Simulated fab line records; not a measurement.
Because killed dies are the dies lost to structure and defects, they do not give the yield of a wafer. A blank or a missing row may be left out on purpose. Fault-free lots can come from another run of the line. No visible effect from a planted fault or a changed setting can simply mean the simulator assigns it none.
Struck lot and sound lot, side by side || flow n5 finfet || 15 out of 1938 route steps
Sound: these wafers, L990.2, L990.3, L990.6. Struck: wafer L987.3; the same lot's L987.5 was not struck, so it is left out; see the end for the cause.
For every step that has rows: the tool of each side, followed by ch and its chambers, followed by its first start. Under that, the readings that differ: sound wafers || struck wafers || difference of the means || sigmas: that difference in standard deviations of wafers without a fault.
alike: a reading whose means differ by less than 2 such deviations, as well as words and numbers matching on both sides. not compared: withheld readings; readings where some wafer has no value; bounds like >300 that might hide an equal value; numbers whose values overlap and for which the record gives no deviation.
Wherever a step has rows on one side only, a row that says differs or no value, or a row with sigmas, the two part there. Non-overlapping numbers with no deviation appear without sigmas and do not part them. A reading missing from all wafers of one side parts the sides only when that side holds two or more wafers.

N5_PASSIVATION_CD_MEAS_10 targets a cd of 3000 nm.
  sound on cd sem-01 ch 0, day 16 21:20; struck on cd sem-02 ch 0, day 15 06:49
  alike: cd nm
N5_PASSIVATION_OVL_MEAS_60:
  sound on overlay-01 ch 0, day 16 21:22; struck on overlay-01 ch 0, day 15 06:50
  alike: TV_OVL
N5_PASSIVATION_INSPECT_61: inspects for defects (macro).
  sound: defect inspect-02 at day 16 21:24; struck: defect inspect-02 at day 15 06:52
  alike: raw defect count
then, 1 step without rows for these wafers: N5_PASSIVATION_DESCUM_12 (chemistry O2, time 7.9 s).
N5_PASSIVATION_PASS_ETCH_74: etches SiNx in CF4/O2, target depth 220 nm, time 110 s.
  sound on rie diel-05 ch 0,2,3, day 16 21:34; struck on rie diel-05 ch 3, day 15 07:12
  alike: drypump motor current A, oes product au, rf vpp V, showerhead plenum p Torr, throttle valve pct
  not compared: rf hours counter h
then, 2 steps without rows for these wafers: N5_PASSIVATION_VIA_ETCH_13 (etches SiO2 in CHF3/O2, target depth 660 nm, time 330 s); N5_PASSIVATION_STRIP_14 (strips in O2).
N5_PASSIVATION_ETCH_15: etches SiCN in CF4/N2, target depth 75 nm, time 81.2 s.
  sound on rie diel-05 ch 0,2,3; struck on rie diel-05 ch 3
  alike: drypump motor current A, oes product au, rf vpp V, showerhead plenum p Torr, throttle valve pct
  not compared: rf hours counter h
then, 2 steps without rows for these wafers: N5_PASSIVATION_STRIP_73 (strips in post etch residue remover, time 60 s); N5_PASSIVATION_SRD_17 (time 30 s, dry time 30 s).
N5_PASSIVATION_DEGAS_18: time 60 s.
  sound: pvd sputter-01 at day 16 22:40; struck: pvd sputter-03 at day 15 08:19
  alike: heater power w
N5_PASSIVATION_PRE_CLEAN_19:
  sound: pvd sputter-01 at day 16 22:42; struck: pvd sputter-03 at day 15 08:21
  alike: heater power w
N5_PASSIVATION_SPUTTER_20: material TaN, target thk 50 nm.
  sound: pvd sputter-01 at day 16 22:44; struck: pvd sputter-03 at day 15 08:23
{"reading": "throttle valve pct (%)", "sound": "29.0 31.0 30.1", "struck": 28.1, "difference": -1.9, "sigmas": -2}
{"reading": "model.TaN_of_PASSIVATION_SPUTTER_20.thk nm (nm)", "sound": "50.2 50.6 50", "struck": 35.2, "difference": -15.1, "sigmas": ""}
N5_PASSIVATION_AL_DEP_21: deposits Al, target thk 2800 nm, time 170 s.
  sound: pvd sputter-01 at day 16 22:50; struck: pvd sputter-03 at day 15 08:29
  alike: throttle valve pct
next, for these wafers, 1 step has no rows: N5_PASSIVATION_PROBE_49.

== WHERE THEY PART ==
At N5_PASSIVATION_SPUTTER_20 and nowhere else, as far as this record goes. Later steps at which nothing parts them and some readings are alike: N5_PASSIVATION_AL_DEP_21.

WHY: what had been put in by the simulator
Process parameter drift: pvd sputter-03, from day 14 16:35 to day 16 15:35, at N5_PASSIVATION_SPUTTER_20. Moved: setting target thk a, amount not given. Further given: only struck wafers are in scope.
